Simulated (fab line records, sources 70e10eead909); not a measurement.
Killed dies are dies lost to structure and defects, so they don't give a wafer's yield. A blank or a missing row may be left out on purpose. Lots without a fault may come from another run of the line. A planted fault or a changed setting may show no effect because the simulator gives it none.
A struck lot beside a sound one | flow nand_harc | 43 steps out of a route of 1159
Sound: wafers L244.3, L244.5, L244.6. Struck: wafers L250.2, L250.4, L250.6. The cause comes at the end.
At each step with rows: each side's tool, then ch and its chambers, then its first start. Under that, the readings that differ: sound wafers | struck wafers | difference of the means | sigmas: that difference in standard deviations of wafers without a fault.
alike: readings whose means differ by less than 2 such deviations, and words and numbers that are the same on both sides. not compared: withheld readings, readings that some wafer has no value for, bounds like >300 that may hide the same value, and numbers for which the record gives no deviation and whose values overlap.
The two part at a step that has a row with sigmas, a row that says differs or no value, or rows on one side only. Numbers that don't overlap but have no deviation are shown without sigmas and don't part them. A reading that every wafer of one side lacks parts them only if that side has two wafers or more.

first, 1 step without rows for these wafers: NHARC_THIN_TSV_GRIND_00.
NHARC_THIN_TSV_CMP_01: polishes.
  sound on cmp-01 ch 0,1,2, day 21 09:13; struck on cmp-03 ch 0,1,2, day 22 20:33
  alike: edge_zone_pressure_frac, motor_current_A, retaining_ring_pressure_frac
NHARC_THIN_TSV_THK_MEAS_02: measures by ir.
  sound on film_metro-01, day 21 09:26; struck on film_metro-02, day 22 20:46
  alike: thk_nm
then, 9 steps without rows for these wafers: NHARC_THIN_TSV_SRD_03; NHARC_THIN_TSV_PRECLEAN_41 (cleans in SC1); NHARC_THIN_TSV_SRD_42; NHARC_THIN_TSV_DEP_43 (deposits SiO2, target thk 1328.5 nm); NHARC_THIN_TSV_DEHYDRATE_04 (time 120 s); NHARC_THIN_TSV_HMDS_05 (time 30 s); NHARC_THIN_TSV_COAT_06; NHARC_THIN_TSV_SOFTBAKE_07 (time 95 s); NHARC_THIN_TSV_EBR_08.
NHARC_THIN_TSV_EXPOSE_09: exposes mask TSV.
  sound on krf_scanner-02 ch 0, day 21 10:22; struck on krf_scanner-04 ch 0, day 22 21:41
  reading              | sound             | struck            | difference | sigmas
  exposure_dose_mJ_cm2 | 30.69 30.71 30.65 | 19.85 19.88 19.88 | -10.81     | -99 or more
  alike: mask
then, 2 steps without rows for these wafers: NHARC_THIN_TSV_PEB_10 (peb time 85 s); NHARC_THIN_TSV_DEVELOP_11 (time 70 s).
NHARC_THIN_TSV_CD_MEAS_12: target cd 1000 nm.
  sound on cd_sem-03 ch 0, day 21 10:31; struck on cd_sem-01 ch 0, day 22 21:50
  reading    | sound               | struck            | difference | sigmas
  cd_nm (nm) | 1000.6 998.4 1001.7 | 991.1 995.3 992.9 | -7.1       | -4
then, 1 step without rows for these wafers: NHARC_THIN_TSV_HARDBAKE_13 (time 80 s).
NHARC_THIN_TSV_DESCUM_14: chemistry O2, time 3 s.
  sound on rie_diel-05 ch 2,3, day 21 10:41; struck on rie_diel-02 ch 0,1,3, day 22 22:00
  reading               | sound             | struck            | difference | sigmas
  oes_product_au (a.u.) | 0.967 1.005 0.983 | 1.006 1.014 1.008 | +0.024     | +2
  alike: drypump_motor_current_A, rf_vpp_V, showerhead_plenum_p_Torr, throttle_valve_pct
  not compared: rf_hours_counter_h
then, 2 steps without rows for these wafers: NHARC_THIN_TSV_ETCH_44 (etches the open film in CF4/O2, target depth 1594.2 nm, time 797.1 s); NHARC_THIN_TSV_ETCH_15 (target depth 3000 nm, bosch target overetch cycles 2, bosch etch step 2.8 s).
NHARC_THIN_TSV_CD_MEAS_16:
  sound on cd_sem-03, day 21 11:28; struck on cd_sem-01, day 22 22:48
  reading    | sound               | struck            | difference | sigmas
  cd_nm (nm) | 1002.6 998.5 1003.3 | 989.9 994.8 992.7 | -9.0       | -5
then, 2 steps without rows for these wafers: NHARC_THIN_TSV_STRIP_45 (strips in O2); NHARC_THIN_TSV_STRIP_46 (strips in post etch residue remover, time 1200 s).
NHARC_THIN_TSV_DEP_47: deposits SiO2, target thk 200 nm.
  sound on pecvd-04 ch 1,2, day 21 12:26; struck on pecvd-04 ch 0,1,2, day 22 23:40
  alike: flow_sccm, throttle_valve_pct
then, 1 step without rows for these wafers: NHARC_THIN_TSV_ETCHBACK_48 (etches the open film in C4F8/Ar, target depth 1028.5 nm, time 405.17 s).
NHARC_THIN_TSV_STRIP_62: strips in N2/H2, time 20 s.
  sound on plasma_asher-02 ch 0,1, day 21 13:09; struck on plasma_asher-02 ch 0,1, day 23 00:26
  alike: drypump_motor_current_A, heater_power_w
  not compared: rf_hours_counter_h
then, 6 steps without rows for these wafers: NHARC_THIN_TSV_DEGAS_49 (time 120 s); NHARC_THIN_TSV_PRE_CLEAN_50 (time 30 s); NHARC_THIN_TSV_PVD_19 (deposits TaN, target thk 20 nm); NHARC_THIN_TSV_PVD_51 (deposits Cu, target thk 100 nm); NHARC_THIN_TSV_ECD_20 (material Cu, target thk 2000 nm); NHARC_THIN_TSV_ANNEAL_52 (time 90 s).
NHARC_THIN_TSV_CMP_21: polishes, t overpolish 30 s, target thk 2000 nm.
  sound on cmp-03 ch 0,3, day 21 14:49; struck on cmp-02 ch 1,3, day 23 02:10
  alike: edge_zone_pressure_frac, motor_current_A, overpolish_run_s, retaining_ring_pressure_frac
then, 8 steps without rows for these wafers: NHARC_THIN_TSV_SRD_23; NHARC_THIN_TSV_DEGAS_53 (time 60 s); NHARC_THIN_TSV_PRE_CLEAN_54 (time 30 s); NHARC_THIN_TSV_PVD_55 (deposits TiN, target thk 50 nm); NHARC_THIN_TSV_PVD_24 (deposits Al, target thk 800 nm); NHARC_THIN_TSV_DEHYDRATE_25 (time 120 s); NHARC_THIN_TSV_HMDS_26 (time 30 s); NHARC_THIN_TSV_COAT_27.
NHARC_THIN_TSV_CD_MEAS_37:
  sound on cd_sem-02, day 21 17:44; struck on cd_sem-03, day 23 05:11
  reading    | sound                | struck               | difference | sigmas
  cd_nm (nm) | 5001.1 4998.0 5001.7 | 4987.7 4993.2 4990.7 | -9.7       | -4
NHARC_END_SORT_01:
  the record has rows for the sound wafers here (prober-01 ch 0, day 23 00:20) and none for the struck ones

WHERE THEY PART
First at NHARC_THIN_TSV_EXPOSE_09; last, within this record, at NHARC_END_SORT_01.

WHY: what the simulator had put in
Process parameter drift: krf_scanner-04, from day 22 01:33 on, at NHARC_THIN_TSV_EXPOSE_09. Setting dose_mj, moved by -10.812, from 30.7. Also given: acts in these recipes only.
